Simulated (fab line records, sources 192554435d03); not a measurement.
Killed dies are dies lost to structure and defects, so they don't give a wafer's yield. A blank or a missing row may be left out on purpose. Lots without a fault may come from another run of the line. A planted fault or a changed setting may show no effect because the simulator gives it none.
fab line records | flow n5_finfet
record lots=11 wafers=33 last_day=17
route steps=1938 shown BEOL_M6@1255 PAD_METAL@1893 PASSIVATION@1910
lots that met no fault: from a run of the same line without faults
start_h: hours from the record's first day to the start of the lot's first wafer shown | wait_h: hours since the lot's step before | " the same as in the row above | L1.1+2: a row that stands for several wafers | - no value, or no start given | * or withheld: withheld | < > ~ a bound
route shown NAME@n: a module of which the file shows steps, and the number in the route of the first | usual: mean/standard deviation of fault-free wafers | same: alike in all rows | chamber/n: place in a boat | sites: the reading at each site | _std_site: their standard deviation | _edge_site: outer sites' mean less inner sites' | radius_mm: how far each site lies from the wafer's centre | mask NAME#n: copy n | behind: the tool/chamber that last shaped the wafer | hold: why the lot was held/for how many hours/how that ended | device: the transistor (n, p or np) that didn't switch | end of line: the same wafers' tests at the end of the route | a step without rows: its recipe alone | killed: dies lost to structure and defects at the first sort, not the wafer's yield | map: a wafer's dies, x killed, . not, _ none there
set.NAME: the setting as run; set.NAME@STEP: as run at that earlier step | model.NAME: the simulator's own value behind a step, which no gauge read
steps of the route over a sample of lots; a table a step, a row a wafer
services: from which hour (start_h, from the record's first day; less than 0 if before it) a tool's chamber was out of use, for how many hours, and why
## steps
# step N5_BEOL_M6_ECD_50
# recipe material=Cu target_thk_a=3000
# columns lot.wafer tool chamber start_h wait_h
L683.1+4+5 ecd_cu-02 0,1,1 202.09 0.1
L684.3+5+6 ecd_cu-01 0,0,1 211.49 0.1
L686.2+3+6 ecd_cu-01 1,0,1 232.83 0.1
L685.1+2+5 ecd_cu-02 0,1,1 237.21 0.1
L687.2+3+5 ecd_cu-02 0,1,0 241.87 0.1
L690.1+2+6 ecd_cu-02 0,1,1 246.13 0.1
L691.1+4+5 ecd_cu-02 0,1,1 248.85 0.1
L699.1+2+3 ecd_cu-01 1,0,1 298.04 0.1
L702.2+3+6 ecd_cu-02 1,1,0 315.68 0.1
L701.1+4+5 ecd_cu-02 0,1,0 326.33 0.1
L703.1+3+4 ecd_cu-02 0,1,0 329.63 0.1
# step N5_PASSIVATION_DEGAS_18
# recipe ambient=vacuum temp_c=300 time_s=60
# usual heater_power_w=472/39 susceptor_temp_C=299.99/0.2
# columns lot.wafer tool chamber start_h wait_h heater_power_w susceptor_temp_C
L683.1 pvd_sputter-01 - 278.63 0.4 452 299.80
L683.4 " - " " 441 299.68
L683.5 " - " " 435 299.82
L684.3 pvd_sputter-03 - 289.23 0.9 502 300.18
L684.5 " - " " 499 300.09
L684.6 " - " " 489 300.12
L685.1 pvd_sputter-01 - 314.04 1.0 500 300.01
L685.2 " - " " 450 300.15
L685.5 " - " " 504 300.01
L686.2 pvd_sputter-01 - 314.48 1.0 449 299.64
L686.3 " - " " 442 299.82
L686.6 " - " " 490 299.89
L687.2 pvd_sputter-03 - 320.85 1.1 487 299.97
L687.3 " - " " 496 299.90
L687.5 " - " " 473 299.88
L690.1 pvd_sputter-01 - 325.97 0.6 446 299.97
L690.2 " - " " 451 299.77
L690.6 " - " " 448 299.96
L691.1 pvd_sputter-03 - 335.50 0.0 482 299.74
L691.4 " - " " 509 300.21
L691.5 " - " " 473 300.11
L699.1 pvd_sputter-02 - 377.84 0.4 453 300.40
L699.2 " - " " 503 299.95
L699.3 " - " " 454 299.95
L702.2 pvd_sputter-03 - 393.75 0.7 501 299.84
L702.3 " - " " 492 300.21
L702.6 " - " " 473 300.05
L701.1 pvd_sputter-02 - 403.77 0.5 459 299.87
L701.4 " - " " 582 299.84
L701.5 " - " " 591 300.06
L703.1 pvd_sputter-02 - 404.11 0.7 447 300.02
L703.3 " - " " 500 299.86
L703.4 " - " " 459 299.88
# step N5_PASSIVATION_AL_DEP_21
# recipe material=Al target_thk_a=28000 temp_c=400 time_s=170 power_w=30000 chamber_pressure_pa=0.4 gas=Ar
# usual substrate_temp_c=400.01/0.25 susceptor_temp_C=399.96/0.24 throttle_valve_pct=29.5/1
# columns lot.wafer tool chamber start_h wait_h substrate_temp_c susceptor_temp_C throttle_valve_pct
L683.1 pvd_sputter-01 - 278.81 0.1 400.08 399.91 27.4
L683.4 " - " " 399.97 400.19 29.7
L683.5 " - " " 400.35 399.72 30.2
L684.3 pvd_sputter-03 - 289.41 0.1 400.01 400.20 29.5
L684.5 " - " " 399.75 399.72 29.2
L684.6 " - " " 399.72 399.97 30.4
L685.1 pvd_sputter-01 - 314.22 0.1 400.06 399.77 29.4
L685.2 " - " " 399.93 400.25 30.4
L685.5 " - " " 399.88 399.83 29.5
L686.2 pvd_sputter-01 - 314.66 0.1 400.14 400.51 27.2
L686.3 " - " " 400.07 400.06 30.1
L686.6 " - " " 400.44 399.95 29.4
L687.2 pvd_sputter-03 - 321.03 0.1 399.86 400.07 30.3
L687.3 " - " " 399.93 399.42 29.5
L687.5 " - " " 400.13 399.93 29.6
L690.1 pvd_sputter-01 - 326.15 0.1 400.22 399.34 30.5
L690.2 " - " " 400.21 399.66 29.9
L690.6 " - " " 400.28 399.88 30.1
L691.1 pvd_sputter-03 - 335.68 0.1 400.09 399.57 30.4
L691.4 " - " " 399.91 399.89 29.2
L691.5 " - " " 400.56 399.98 30.3
L699.1 pvd_sputter-02 - 378.02 0.1 400.01 399.76 28.0
L699.2 " - " " 399.77 400.48 30.9
L699.3 " - " " 400.15 399.47 30.1
L702.2 pvd_sputter-03 - 393.93 0.1 400.09 400.09 29.2
L702.3 " - " " 400.18 400.19 30.3
L702.6 " - " " 400.06 400.08 29.9
L701.1 pvd_sputter-02 - 403.95 0.1 399.37 400.19 28.0
L701.4 " - " " 399.78 400.37 30.1
L701.5 " - " " 399.85 399.89 30.3
L703.1 pvd_sputter-02 - 404.29 0.1 399.94 399.76 28.0
L703.3 " - " " 399.94 399.91 30.9
L703.4 " - " " 399.87 400.07 29.8
# step N5_PASSIVATION_ETCH_59
# recipe chemistry=Cl2/BCl3 target=TaN target_depth_a=650 time_s=34.9 ion_energy_ev=100 pressure_mtorr=10 icp_w=900 bias_w=100 Cl2_flow_sccm=60 bcl3_flow_sccm=30
# usual drypump_motor_current_A=5.7/0.35 mfc_cl2_sccm=59.99/0.18 oes_product_au=0.82/0.098 throttle_valve_pct=21.14/0.26
# columns lot.wafer tool chamber start_h wait_h drypump_motor_current_A mfc_cl2_sccm oes_product_au rf_hours_counter_h throttle_valve_pct
L683.1 rie_metal-03 0 279.90 0.3 6.0 60.23 0.92 8 21.03
L683.4 " 0 " " 6.0 59.86 0.91 - 21.02
L683.5 " 0 " " 6.0 59.93 0.92 - 21.03
L684.3 rie_metal-01 0 290.49 0.2 6.1 59.90 0.87 - 20.81
L684.5 " 0 " " 6.1 60.01 0.88 - 20.84
L684.6 " 1 " " 5.7 59.93 0.85 - 21.45
L685.1 rie_metal-01 1 315.37 0.3 5.7 60.19 0.85 27 21.43
L685.2 " 0 " " 6.1 60.08 0.88 20 20.82
L685.5 " 1 " " 5.7 60.02 0.84 - 21.46
L686.2 rie_metal-02 0 315.71 0.3 4.9 59.87 0.65 96 20.97
L686.3 " 1 " " 5.7 60.21 0.94 - 21.06
L686.6 " 1 " " 5.7 60.22 0.94 - 21.05
L687.2 rie_metal-01 0 322.07 0.3 6.1 59.67 0.88 21 20.81
L687.3 " 1 " " 5.7 59.80 0.85 - 21.42
L687.5 " 1 " " 5.7 59.97 0.85 - 21.41
L690.1 rie_metal-01 0 327.32 0.3 6.1 60.07 0.87 21 20.83
L690.2 " 1 " " 5.7 60.04 0.84 28 21.46
L690.6 " 0 " " 6.1 60.18 0.87 - 20.83
L691.1 rie_metal-01 1 336.85 0.3 5.7 59.99 0.83 29 21.45
L691.4 " 1 " " 5.7 60.04 0.84 - 21.44
L691.5 " 0 " " 6.1 60.12 0.86 - 20.82
L699.1 rie_metal-01 1 379.19 0.3 5.7 60.11 0.83 33 21.44
L699.2 " 0 " " 6.1 60.01 0.86 26 20.83
L699.3 " 0 " " 6.1 59.68 0.86 - 20.82
L702.2 rie_metal-02 1 395.59 0.6 5.7 59.69 0.89 - 21.06
L702.3 " 1 " " 5.7 59.73 0.90 - 21.08
L702.6 " 1 " " 5.7 59.88 0.90 - 21.05
L701.1 rie_metal-03 0 404.99 0.3 6.0 59.75 0.85 20 21.06
L701.4 " 0 " " 5.9 59.91 0.85 - 21.05
L701.5 " 0 " " 6.0 60.06 0.85 - 21.03
L703.1 rie_metal-02 0 405.33 0.3 4.9 60.14 0.99 1 20.94
L703.3 " 1 " " 5.7 60.06 0.89 - 21.04
L703.4 " 0 " " 4.9 59.99 0.98 - 20.93
# step N5_PASSIVATION_PROBE_49
# usual defect_limited_yield=91.3/1.4 killed_at_M0_to_M3=36/11 killed_at_M4_up=13/5.2 killed_at_contacts=13/6.5 killed_at_front_end=37/11 killed_at_other=3.6/2.9 killed_dies=103/17 killed_on_rim=13/3.6 killed_open=68/12 killed_short=33/7.3 sort_bin_4_leakage=0.01/0.039 sort_bin_5_function=5.2/0.91 sort_bin_6_memory=3.2/0.67 sort_n_pass=1077/17 sort_yield_pct=91.3/1.4
# same gross_dies=1180 killed_at_back_side=0 sort_bin_8_speed[%]=0
# columns lot.wafer tool chamber start_h wait_h defect_limited_yield[%] killed_at_M0_to_M3 killed_at_M4_up killed_at_contacts killed_at_front_end killed_at_other killed_dies killed_on_rim killed_open killed_short sort_bin_4_leakage[%] sort_bin_5_function[%] sort_bin_6_memory[%] sort_n_pass sort_yield_pct[%]
L683.1 prober-02 - 284.32 0.0 91.5 33 10 25 31 1 100 14 61 38 0 5.1 3.1 1080 91.5
L683.4 prober-02 - 284.47 0.2 91.8 41 16 13 26 1 97 13 66 31 0 4.9 2.8 1083 91.8
L683.5 prober-02 - 284.52 0.2 91.3 40 25 11 26 1 103 11 66 34 0 4.4 4.0 1077 91.3
L684.3 prober-01 - 294.87 0.1 91.2 43 14 21 25 1 104 13 70 34 0 4.6 3.9 1076 91.2
L684.5 prober-01 - 294.97 0.2 92.8 45 7 12 18 3 85 11 64 21 0 4.2 2.8 1095 92.8
L684.6 prober-01 - 295.02 0.3 91.3 44 8 15 30 6 103 13 67 36 0 5.4 3.1 1077 91.3
L685.1 prober-01 - 319.80 0.0 93.2 33 8 6 32 1 80 11 55 25 0 3.9 2.4 1100 93.2
L685.2 prober-01 - 319.85 0.1 93.7 33 13 11 17 0 74 13 49 25 0 4.0 2.2 1106 93.7
L685.5 prober-01 - 320.00 0.2 92.7 27 16 4 38 1 86 12 56 30 0 3.6 3.1 1094 92.7
L686.2 prober-01 - 320.36 0.1 92.2 37 14 2 38 1 92 11 62 30 0 4.7 2.7 1088 92.2
L686.3 prober-01 - 320.41 0.1 91.2 42 16 7 34 5 104 14 74 29 0 5.3 3.3 1076 91.2
L686.6 prober-01 - 320.56 0.3 91.2 44 10 17 25 8 104 14 78 26 0 5.0 3.6 1076 91.2
L687.2 prober-02 - 329.48 0.1 90.3 50 10 10 42 2 114 16 71 43 0 6.1 2.9 1066 90.3
L687.3 prober-02 - 329.53 0.1 90.8 36 16 13 41 3 109 12 75 34 0 5.8 3.3 1071 90.8
L687.5 prober-02 - 329.63 0.2 92.3 28 16 6 40 1 91 13 63 28 0 4.7 2.6 1089 92.3
L690.1 prober-01 - 332.93 0.0 61.9 51 350 9 32 8 450 52 68 37 0 21.7 13.9 730 61.9
L690.2 prober-01 - 332.98 0.1 64.7 33 323 10 47 3 416 55 69 34 0 22.1 11.1 764 64.7
L690.6 prober-01 - 333.18 0.3 61.9 36 350 24 33 7 450 57 62 43 0.08 24.2 11.7 729 61.8
L691.1 prober-01 - 341.32 0.0 59.6 37 360 10 68 2 477 66 83 41 0 25.3 13.1 703 59.6
L691.4 prober-01 - 341.47 0.2 64.7 31 331 3 48 3 416 46 59 41 0 22.5 10.8 764 64.7
L691.5 prober-01 - 341.52 0.2 62.0 36 368 3 31 10 448 56 60 31 0 25.2 11.4 732 62.0
L699.1 prober-01 - 383.78 0.0 93.1 23 7 19 32 1 82 8 58 24 0 3.9 2.9 1098 93.1
L699.2 prober-01 - 383.83 0.1 89.9 38 7 33 37 4 119 15 81 32 0 6.2 3.1 1061 89.9
L699.3 prober-01 - 383.88 0.1 92.8 20 13 17 35 0 85 10 60 25 0 4.4 2.5 1095 92.8
L702.2 prober-01 - 400.11 0.1 93.1 27 9 7 37 2 82 10 61 20 0 3.7 3.1 1098 93.1
L702.3 prober-01 - 400.16 0.1 91.1 32 13 15 38 7 105 10 78 26 0 5.2 3.3 1075 91.1
L702.6 prober-01 - 400.31 0.3 92.0 24 12 15 36 7 94 15 54 39 0.42 4.7 2.7 1081 91.6
L701.1 prober-02 - 409.66 0.0 89.7 48 21 13 37 3 122 11 85 33 0 6.4 3.2 1058 89.7
L701.4 prober-02 - 409.81 0.2 91.7 45 14 18 18 3 98 13 63 32 0 5.0 3.1 1082 91.7
L701.5 prober-02 - 409.86 0.2 89.7 46 14 18 40 3 121 20 78 39 0 6.5 3.4 1059 89.7
L703.1 prober-01 - 409.90 0.0 87.7 70 10 13 48 4 145 18 93 52 0 6.7 4.8 1035 87.7
L703.3 prober-01 - 410.00 0.1 92.5 40 14 3 24 8 89 12 61 28 0 4.7 2.6 1091 92.5
L703.4 prober-01 - 410.05 0.2 91.9 35 15 13 25 7 95 4 66 29 0 4.4 3.4 1085 91.9
# killed by level:class
L683.1 MOL_CONTACT_COAG:geometric_particle:open=20 FIN_SAQP:geometric_particle:short=8 FIN_SAQP:geometric_particle:open=7 BEOL_M0:geometric_particle:short=6 BEOL_M2:geometric_particle:open=6 MOL_CONTACT_COAG:geometric_particle:short=5 DUMMY_GATE:geometric_particle:open=4 BEOL_M3:geometric_particle:open=4
L683.4 BEOL_M2:geometric_particle:open=15 MOL_CONTACT_COAG:geometric_particle:open=10 BEOL_M0_SAQP:geometric_particle:short=8 BEOL_M0_SAQP:geometric_particle:open=7 GATE_CUT:geometric_particle:open=5 BEOL_M4:geometric_particle:open=5 STI_FIN_REVEAL:geometric_particle:open=4 BEOL_M3:geometric_particle:short=4
L683.5 BEOL_M0_SAQP:geometric_particle:short=13 MOL_CONTACT_COAG:geometric_particle:open=10 BEOL_M0_SAQP:geometric_particle:open=9 BEOL_M2:geometric_particle:open=8 FIN_SAQP:geometric_particle:open=7 BEOL_M4:geometric_particle:open=7 FIN_SAQP:geometric_particle:short=5 BEOL_M7:geometric_particle:open=5
L684.3 MOL_CONTACT_COAG:geometric_particle:open=17 BEOL_M3:geometric_particle:open=10 BEOL_M0_SAQP:geometric_particle:open=9 BEOL_M2:geometric_particle:open=7 FIN_SAQP:geometric_particle:short=6 BEOL_M0_SAQP:geometric_particle:short=6 STARTING-WAFER:geometric_particle:open=5 BEOL_M4:geometric_particle:open=5
L684.5 MOL_CONTACT_COAG:geometric_particle:open=11 BEOL_M2:geometric_particle:open=10 BEOL_M3:geometric_particle:open=9 BEOL_M0:geometric_particle:open=7 BEOL_M0_SAQP:geometric_particle:open=6 BEOL_M0_SAQP:geometric_particle:short=4 STARTING-WAFER:geometric_particle:open=4 STI_FIN_REVEAL:geometric_particle:open=3
L684.6 MOL_CONTACT_COAG:geometric_particle:open=13 BEOL_M0_SAQP:geometric_particle:short=13 BEOL_M3:geometric_particle:open=11 BEOL_M0_SAQP:geometric_particle:open=11 STI_FIN_REVEAL:geometric_particle:open=10 GATE_CUT:geometric_particle:short=5 BEOL_M2:geometric_particle:open=5 PASS1_CAP:geometric_particle:short=4
L685.1 FIN_SAQP:geometric_particle:open=8 BEOL_M0_SAQP:geometric_particle:short=8 MOL_CONTACT_COAG:geometric_particle:open=6 BEOL_M1:geometric_particle:open=6 BEOL_M2:geometric_particle:open=6 BEOL_M3:geometric_particle:open=6 DUMMY_GATE:geometric_particle:open=5 BEOL_M0_SAQP:geometric_particle:open=5
L685.2 BEOL_M0_SAQP:geometric_particle:open=9 MOL_CONTACT_COAG:geometric_particle:open=8 BEOL_M2:geometric_particle:open=8 BEOL_M0_SAQP:geometric_particle:short=6 BEOL_M1:geometric_particle:open=6 GATE_CUT:geometric_particle:short=4 BEOL_M4:geometric_particle:open=4 FIN_SAQP:geometric_particle:short=3
L685.5 STI_FIN_REVEAL:geometric_particle:open=8 BEOL_M4:geometric_particle:open=8 FIN_SAQP:geometric_particle:open=7 FIN_SAQP:geometric_particle:short=6 BEOL_M0_SAQP:geometric_particle:short=6 BEOL_M1:geometric_particle:open=6 BEOL_M2:geometric_particle:open=5 BEOL_M3:geometric_particle:open=5
L686.2 FIN_SAQP:geometric_particle:short=10 BEOL_M0_SAQP:geometric_particle:open=9 BEOL_M2:geometric_particle:open=8 BEOL_M3:geometric_particle:open=8 FIN_SAQP:geometric_particle:open=6 STI_FIN_REVEAL:geometric_particle:open=6 BEOL_M5:geometric_particle:open=5 DUMMY_GATE:geometric_particle:open=4
L686.3 BEOL_M0_SAQP:geometric_particle:open=15 FIN_SAQP:geometric_particle:open=8 BEOL_M3:geometric_particle:open=8 MOL_CONTACT_COAG:geometric_particle:open=7 BEOL_M1:geometric_particle:open=7 FIN_SAQP:geometric_particle:short=6 BEOL_M0_SAQP:geometric_particle:short=6 STI_FIN_REVEAL:geometric_particle:open=5
L686.6 BEOL_M2:geometric_particle:open=16 MOL_CONTACT_COAG:geometric_particle:open=15 BEOL_M3:geometric_particle:open=9 STI_FIN_REVEAL:geometric_particle:open=8 BEOL_M4:geometric_particle:open=6 BEOL_M0_SAQP:geometric_particle:short=5 FIN_SAQP:geometric_particle:short=4 PASS1_CAP:geometric_particle:open=4
L687.2 STI_FIN_REVEAL:geometric_particle:open=21 BEOL_M0_SAQP:geometric_particle:short=20 BEOL_M0_SAQP:geometric_particle:open=12 MOL_CONTACT_COAG:geometric_particle:open=9 BEOL_M2:geometric_particle:open=6 BEOL_M1:geometric_particle:open=4 BEOL_M1:geometric_particle:short=4 BEOL_M4:geometric_particle:open=4
L687.3 STI_FIN_REVEAL:geometric_particle:open=16 MOL_CONTACT_COAG:geometric_particle:open=10 BEOL_M4:geometric_particle:open=9 BEOL_M0_SAQP:geometric_particle:open=7 BEOL_M3:geometric_particle:open=6 FIN_SAQP:geometric_particle:open=5 GATE_CUT:geometric_particle:short=5 BEOL_M1:geometric_particle:open=5
L687.5 STI_FIN_REVEAL:geometric_particle:open=14 BEOL_M2:geometric_particle:open=8 FIN_SAQP:geometric_particle:open=7 BEOL_M0_SAQP:geometric_particle:short=7 MOL_CONTACT_COAG:geometric_particle:open=6 BEOL_M4:geometric_particle:open=6 BEOL_M1:geometric_particle:short=5 FIN_SAQP:geometric_particle:short=3
L690.1 BEOL_M6:unspecified=344 BEOL_M0_SAQP:geometric_particle:short=12 BEOL_M0_SAQP:geometric_particle:open=12 GATE_CUT:geometric_particle:short=8 MOL_CONTACT_COAG:geometric_particle:open=8 BEOL_M2:geometric_particle:open=7 BEOL_M3:geometric_particle:open=7 FIN_SAQP:geometric_particle:open=6
L690.2 BEOL_M6:unspecified=313 BEOL_M2:geometric_particle:open=9 MOL_CONTACT_COAG:geometric_particle:open=9 STI_FIN_REVEAL:geometric_particle:open=8 FIN_SAQP:geometric_particle:open=7 BEOL_M0_SAQP:geometric_particle:open=7 FIN_SAQP:geometric_particle:short=6 STI_FIN_REVEAL:geometric_particle:short=5
L690.6 BEOL_M6:unspecified=345 MOL_CONTACT_COAG:geometric_particle:open=16 FIN_SAQP:geometric_particle:short=9 BEOL_M0_SAQP:geometric_particle:short=9 MOL_CONTACT_COAG:geometric_particle:short=8 FIN_SAQP:geometric_particle:open=7 BEOL_M0_SAQP:geometric_particle:open=7 BEOL_M2:geometric_particle:open=5
L691.1 BEOL_M6:unspecified=353 STI_FIN_REVEAL:geometric_particle:open=31 FIN_SAQP:geometric_particle:open=11 BEOL_M0_SAQP:geometric_particle:short=8 BEOL_M0_SAQP:geometric_particle:open=8 BEOL_M2:geometric_particle:open=8 GATE_CUT:geometric_particle:short=7 MOL_CONTACT_COAG:geometric_particle:open=7
L691.4 BEOL_M6:unspecified=315 FIN_SAQP:geometric_particle:short=12 STI_FIN_REVEAL:geometric_particle:open=11 FIN_SAQP:geometric_particle:open=10 BEOL_M2:geometric_particle:open=8 BEOL_M0_SAQP:geometric_particle:short=8 BEOL_M4:geometric_particle:open=8 BEOL_M1:geometric_particle:short=5
L691.5 BEOL_M6:unspecified=357 BEOL_M2:geometric_particle:open=14 STI_FIN_REVEAL:geometric_particle:open=11 FIN_SAQP:geometric_particle:short=7 BEOL_M4:geometric_particle:open=6 BEOL_M3:geometric_particle:open=5 FIN_SAQP:geometric_particle:open=4 BEOL_M0_SAQP:geometric_particle:open=4
L699.1 MOL_CONTACT_COAG:geometric_particle:open=17 STI_FIN_REVEAL:geometric_particle:open=8 BEOL_M0_SAQP:geometric_particle:open=6 DUMMY_GATE:geometric_particle:open=5 BEOL_M0_SAQP:geometric_particle:short=4 BEOL_M1:geometric_particle:open=4 FIN_SAQP:geometric_particle:short=3 FIN_SAQP:geometric_particle:open=3
L699.2 MOL_CONTACT_COAG:geometric_particle:open=26 BEOL_M1:geometric_particle:open=11 BEOL_M0_SAQP:geometric_particle:open=9 MOL_CONTACT_COAG:geometric_particle:short=7 BEOL_M0_SAQP:geometric_particle:short=7 STI_FIN_REVEAL:geometric_particle:open=6 HKMG_FIN:area_etch=6 DUMMY_GATE:geometric_particle:open=5
L699.3 MOL_CONTACT_COAG:geometric_particle:open=14 BEOL_M0_SAQP:geometric_particle:short=7 FIN_SAQP:geometric_particle:open=6 STI_FIN_REVEAL:geometric_particle:open=6 BEOL_M8:geometric_particle:open=5 DUMMY_GATE:geometric_particle:open=4 BEOL_M0_SAQP:geometric_particle:open=4 BEOL_M5:geometric_particle:open=4
L702.2 FIN_SAQP:geometric_particle:open=12 DUMMY_GATE:geometric_particle:open=9 BEOL_M2:geometric_particle:open=8 MOL_CONTACT_COAG:geometric_particle:open=7 BEOL_M0_SAQP:geometric_particle:short=6 BEOL_M0_SAQP:geometric_particle:open=6 BEOL_M1:geometric_particle:open=5 FIN_SAQP:geometric_particle:short=4
L702.3 MOL_CONTACT_COAG:geometric_particle:open=14 BEOL_M1:geometric_particle:open=10 BEOL_M3:geometric_particle:open=10 BEOL_M4:geometric_particle:open=8 FIN_SAQP:geometric_particle:short=6 STI_FIN_REVEAL:geometric_particle:open=5 FIN_SAQP:geometric_particle:open=4 BEOL_M0_SAQP:geometric_particle:short=4
L702.6 MOL_CONTACT_COAG:geometric_particle:open=13 FIN_SAQP:geometric_particle:short=12 BEOL_M0_SAQP:geometric_particle:short=10 BEOL_M0_SAQP:geometric_particle:open=9 FIN_SAQP:geometric_particle:open=5 STI_FIN_REVEAL:geometric_particle:open=5 BEOL_M6:geometric_particle:open=5 PASS1_CAP:geometric_particle:open=3
L701.1 MOL_CONTACT_COAG:geometric_particle:open=12 BEOL_M0_SAQP:geometric_particle:short=12 FIN_SAQP:geometric_particle:open=11 BEOL_M2:geometric_particle:open=10 BEOL_M3:geometric_particle:open=10 BEOL_M4:geometric_particle:open=9 STARTING-WAFER:geometric_particle:open=6 FIN_SAQP:geometric_particle:short=4
L701.4 MOL_CONTACT_COAG:geometric_particle:open=15 BEOL_M2:geometric_particle:open=12 BEOL_M0_SAQP:geometric_particle:short=8 BEOL_M1:geometric_particle:open=7 GATE_CUT:geometric_particle:short=6 BEOL_M3:geometric_particle:open=6 BEOL_M4:geometric_particle:open=6 FIN_SAQP:geometric_particle:open=5
L701.5 MOL_CONTACT_COAG:geometric_particle:open=13 BEOL_M0_SAQP:geometric_particle:open=11 BEOL_M1:geometric_particle:open=8 FIN_SAQP:geometric_particle:short=7 GATE_CUT:geometric_particle:short=7 BEOL_M2:geometric_particle:open=7 BEOL_M3:geometric_particle:open=7 GATE_CUT:geometric_particle:open=6
L703.1 BEOL_M0_SAQP:geometric_particle:open=26 BEOL_M0_SAQP:geometric_particle:short=16 FIN_SAQP:geometric_particle:open=11 FIN_SAQP:geometric_particle:short=9 MOL_CONTACT_COAG:geometric_particle:open=9 BEOL_M3:geometric_particle:open=9 STI_FIN_REVEAL:geometric_particle:open=6 BEOL_M2:geometric_particle:open=6
L703.3 BEOL_M0_SAQP:geometric_particle:open=13 BEOL_M3:geometric_particle:open=11 BEOL_M0_SAQP:geometric_particle:short=7 BEOL_M1:geometric_particle:open=6 FIN_SAQP:geometric_particle:open=5 BEOL_M4:geometric_particle:open=5 FIN_SAQP:geometric_particle:short=4 GATE_CUT:geometric_particle:short=4
L703.4 MOL_CONTACT_COAG:geometric_particle:open=11 BEOL_M3:geometric_particle:open=10 BEOL_M0_SAQP:geometric_particle:short=8 BEOL_M0_SAQP:geometric_particle:open=7 BEOL_M4:geometric_particle:open=7 STI_FIN_REVEAL:geometric_particle:open=6 FIN_SAQP:geometric_particle:short=5 FIN_SAQP:geometric_particle:open=4
## services
# columns tool chamber start_h hours kind
ecd_cu-01 - 185.18 0.7 repair
ecd_cu-01 - 191.69 1.2 repair
rie_metal-03 0 202.61 15.0 repair
pvd_sputter-02 - 239.55 2.6 repair
ecd_cu-01 - 240.67 0.2 repair
rie_metal-02 1 276.70 - clean
rie_metal-02 1 276.70 22.4 scheduled_down
rie_metal-02 1 276.70 22.4 vent_cycle
pvd_sputter-01 - 306.96 5.3 repair
pvd_sputter-01 - 347.23 7.8 repair
pvd_sputter-01 - 365.53 1.5 repair
rie_metal-01 - 380.65 1.2 repair
rie_metal-02 0 389.49 - clean
rie_metal-02 0 389.49 12.5 scheduled_down
rie_metal-02 0 389.49 12.5 vent_cycle
ecd_cu-01 - 389.90 4.6 repair
## key
first_sign step=N5_PASSIVATION_PROBE_49 reading=killed_at_M4_up direction=up sigmas=65 usual=13 struck=347
effect step=N5_PASSIVATION_PROBE_49 reading=defect_limited_yield direction=down sigmas=20 usual=91.3 struck=62.5
more_kills_born_at N5_BEOL_M6_ECD_50@ecd_cu-02=2027
met_at N5_BEOL_M6_ECD_50
struck_lots L690,L691
not_acting_at N5_PASSIVATION_DEGAS_18,N5_PASSIVATION_AL_DEP_21,N5_PASSIVATION_ETCH_59
onset_between 241.87 246.13
fault kind=chamber_particle_source tool=ecd_cu-02 chamber=- onset_h=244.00 steps=N5_BEOL_M6_ECD_50 rate_per_visit_cm2=0.66611 end_h=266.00
